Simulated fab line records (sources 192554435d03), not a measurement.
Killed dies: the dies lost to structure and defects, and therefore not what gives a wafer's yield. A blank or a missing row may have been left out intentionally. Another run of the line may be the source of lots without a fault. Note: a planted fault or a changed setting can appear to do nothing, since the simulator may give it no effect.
Split-lot experiment    flow n5Finfet    on a route of 1938 steps: 7 lots, 21 wafers read

## SPLIT DETAILS
At N5_BEOL_M14_EXPOSE_25 (exposes mask M14, target cd 280 nm), the setting doseMj was moved away from the recipe's 26.6 on 6 of the 21 wafers read, by -5.9% to +7.4%. All remaining wafers had this setting at the recipe value.

## FROM THE SPLIT TO THE READING: what the file shows between them, 3 steps
- N5_BEOL_M14_PEB_26: peb time 90 s
- N5_BEOL_M14_DEVELOP_27: develop time 45 s
- N5_BEOL_M14_HARDBAKE_32: time 120 s

## THE READING
Shown in nm: cdNm at N5_BEOL_M14_CD_MEAS_28, with target cd 284.4 nm. On this fab line, fault-free wafers typically give 284.1 nm with a standard deviation of 1.1 nm.

wafer   tool, chamber at the split  doseMj as run  against the recipe  cdNm, nm  against lot-mates on the recipe
L081.1  krfScanner-01, 0            26.6           recipe              285.2     -
L081.3  krfScanner-01, 0            26.6           recipe              284.1     -
L081.6  krfScanner-01, 0            28.01          +5.3%               294.0     +9.4
L084.3  krfScanner-02, 0            28.57          +7.4%               296.9     +10.9
L084.4  krfScanner-02, 0            26.6           recipe              286.0     -
L084.6  krfScanner-02, 0            28.57          +7.4%               296.9     +10.9
L082.1  krfScanner-01, 0            26.6           recipe              283.8     -
L082.4  krfScanner-01, 0            26.6           recipe              283.4     -
L082.5  krfScanner-01, 0            26.6           recipe              286.2     -
L085.1  krfScanner-01, 0            26.6           recipe              283.4     -
L085.3  krfScanner-01, 0            25.04          -5.9%               273.9     -9.4
L085.5  krfScanner-01, 0            26.6           recipe              283.2     -
L088.4  krfScanner-01, 0            26.6           recipe              283.4     -
L088.5  krfScanner-01, 0            26.6           recipe              284.4     -
L088.6  krfScanner-01, 0            27.41          +3.0%               289.6     +5.7
L096.1  krfScanner-02, 0            28.23          +6.1%               291.2     +7.4
L096.2  krfScanner-02, 0            26.6           recipe              283.6     -
L096.4  krfScanner-02, 0            26.6           recipe              284.0     -
L097.1  krfScanner-02, 0            26.6           recipe              284.2     -
L097.4  krfScanner-02, 0            26.6           recipe              286.2     -
L097.5  krfScanner-02, 0            26.6           recipe              282.8     -

THE FIT
A straight line over all 21 wafers: cdNm changes by +1.64 nm for each +1% of doseMj; r = +0.97; the points scatter about the line by 1.2 nm.
The same after taking each lot's own level away (the mean of its wafers on the recipe; 21 wafers): +1.5 nm for each +1%; r = +0.98; scatter 0.99 nm.
According to that fit, moving doseMj by its largest amount changes the reading by 11 nm.
Measured against the standard deviation above, the lots' own levels, which go from 283.30 to 286.00 nm, span 2.5 times it.
The two slopes agree, so the slope changes little with the lot-to-lot level.
Check: +11.2 nm against its lot-mates is what the line predicts for one of the wafers moved furthest among these (+7.4%) when that wafer is left out of the fit. It came out at +10.9 nm against them.

## FURTHER SPLITS ON THESE WAFERS
Before the reading, these wafers also passed through other splits. Each is held against what the fit with the lots' levels taken away leaves over:
other split on the same wafers   wafers away from the commonest value  r with cdNm (lot level and that fit taken away)
N5_BEOL_M12_CMP_49 downForcePsi  6                                     +0.01
N5_BEOL_M12_DEP_53 timeS         3                                     +0.01

## THE WHOLE CHAIN: every reading that the file lists as answering this split, in the file's order
step                    what it does                     reading                                                         change (the file's fit)               r (the file's)
N5_BEOL_M14_CD_MEAS_28  target cd 284.4 nm               cdNm                                                            +1.51 nm for each +1% of the setting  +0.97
N5_BEOL_M14_DESCUM_33   chemistry O2, time 7.9 s         BEOL_M14.cdNm (the simulator's own value, which no gauge read)  +1.51 nm for each +1% of the setting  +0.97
N5_BEOL_M14_ETCH_68     etches SOC in N2/H2, time 450 s  BEOL_M14.cdNm (the simulator's own value, which no gauge read)  +1.4 nm for each +1% of the setting   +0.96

## FILE'S OWN FIT
cdNm changes by +1.51 nm for each +1% of doseMj, r = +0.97.
